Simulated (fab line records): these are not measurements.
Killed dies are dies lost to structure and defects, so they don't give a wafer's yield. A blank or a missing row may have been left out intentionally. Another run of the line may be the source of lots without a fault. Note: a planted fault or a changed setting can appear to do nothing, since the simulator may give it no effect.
Matching of chambers :: flow nand harc :: rie diel-09 running NHARC_A_CONTACT_ETCH_75: 4 sister chambers
The step etches the open film in CF4, target depth 39 nm, time 65 s. 8 wafers are shown with their chamber, then 12 later ones without.

== WAFERS WITH THEIR CHAMBER ==
wafer: L086.4
chamber: 0
showerhead plenum p Torr (Torr): 1.69
drypump motor current A (A): 5.5

wafer: L088.5
chamber: 2
showerhead plenum p Torr (Torr): 1.67
drypump motor current A (A): 5.9

wafer: L089.2
chamber: 3
showerhead plenum p Torr (Torr): 1.86
drypump motor current A (A): 5.9

wafer: L089.3
chamber: 0
showerhead plenum p Torr (Torr): 1.69
drypump motor current A (A): 5.6

wafer: L089.4
chamber: 1
showerhead plenum p Torr (Torr): 1.72
drypump motor current A (A): 6.5

wafer: L090.2
chamber: 3
showerhead plenum p Torr (Torr): 1.85
drypump motor current A (A): 5.9

wafer: L090.3
chamber: 2
showerhead plenum p Torr (Torr): 1.67
drypump motor current A (A): 5.9

wafer: L090.4
chamber: 1
showerhead plenum p Torr (Torr): 1.72
drypump motor current A (A): 6.4

== WAFERS WHOSE CHAMBER IS MISSING ==
wafer: L092.1
showerhead plenum p Torr (Torr): 1.69
drypump motor current A (A): 5.5

wafer: L092.3
showerhead plenum p Torr (Torr): 1.85
drypump motor current A (A): 5.8

wafer: L092.6
showerhead plenum p Torr (Torr): 1.85
drypump motor current A (A): 5.8

wafer: L093.1
showerhead plenum p Torr (Torr): 1.72
drypump motor current A (A): 6.5

wafer: L093.4
showerhead plenum p Torr (Torr): 1.85
drypump motor current A (A): 5.9

wafer: L093.6
showerhead plenum p Torr (Torr): 1.68
drypump motor current A (A): 5.6

wafer: L095.1
showerhead plenum p Torr (Torr): 1.66
drypump motor current A (A): 5.8

wafer: L095.3
showerhead plenum p Torr (Torr): 1.68
drypump motor current A (A): 5.6

wafer: L095.5
showerhead plenum p Torr (Torr): 1.72
drypump motor current A (A): 6.5

wafer: L096.2
showerhead plenum p Torr (Torr): 1.66
drypump motor current A (A): 5.8

wafer: L096.5
showerhead plenum p Torr (Torr): 1.85
drypump motor current A (A): 5.8

wafer: L096.6
showerhead plenum p Torr (Torr): 1.66
drypump motor current A (A): 5.8

== EACH ONE'S CHAMBER ==
wafer: L092.1
from the rows above: 0
in truth: 0

wafer: L092.3
from the rows above: 3
in truth: 3

wafer: L092.6
from the rows above: 3
in truth: 3

wafer: L093.1
from the rows above: 1
in truth: 1

wafer: L093.4
from the rows above: 3
in truth: 3

wafer: L093.6
from the rows above: 0
in truth: 0

wafer: L095.1
from the rows above: 2
in truth: 2

wafer: L095.3
from the rows above: 0
in truth: 0

wafer: L095.5
from the rows above: 1
in truth: 1

wafer: L096.2
from the rows above: 2
in truth: 2

wafer: L096.5
from the rows above: 3
in truth: 3

wafer: L096.6
from the rows above: 2
in truth: 2
Correctly placed: 12 of 12. Number that these rows cannot place: 0. Placed wrongly: 0.
How it was worked out, from the rows above alone: a wafer's distance from a chamber is the root of the sum, over the readings, of the square of ((its reading less the chamber's mean) divided by the reading's scatter). If the next closest chamber is less than 2 further off than the closest, the wafer can't be placed; otherwise it belongs to the closest. The mean given for a chamber averages the wafers shown for that chamber. How the scatter is found: for the shown wafers, subtract from each reading the mean of its chamber, square and add these, divide the total by (wafers less chambers), then take the root.
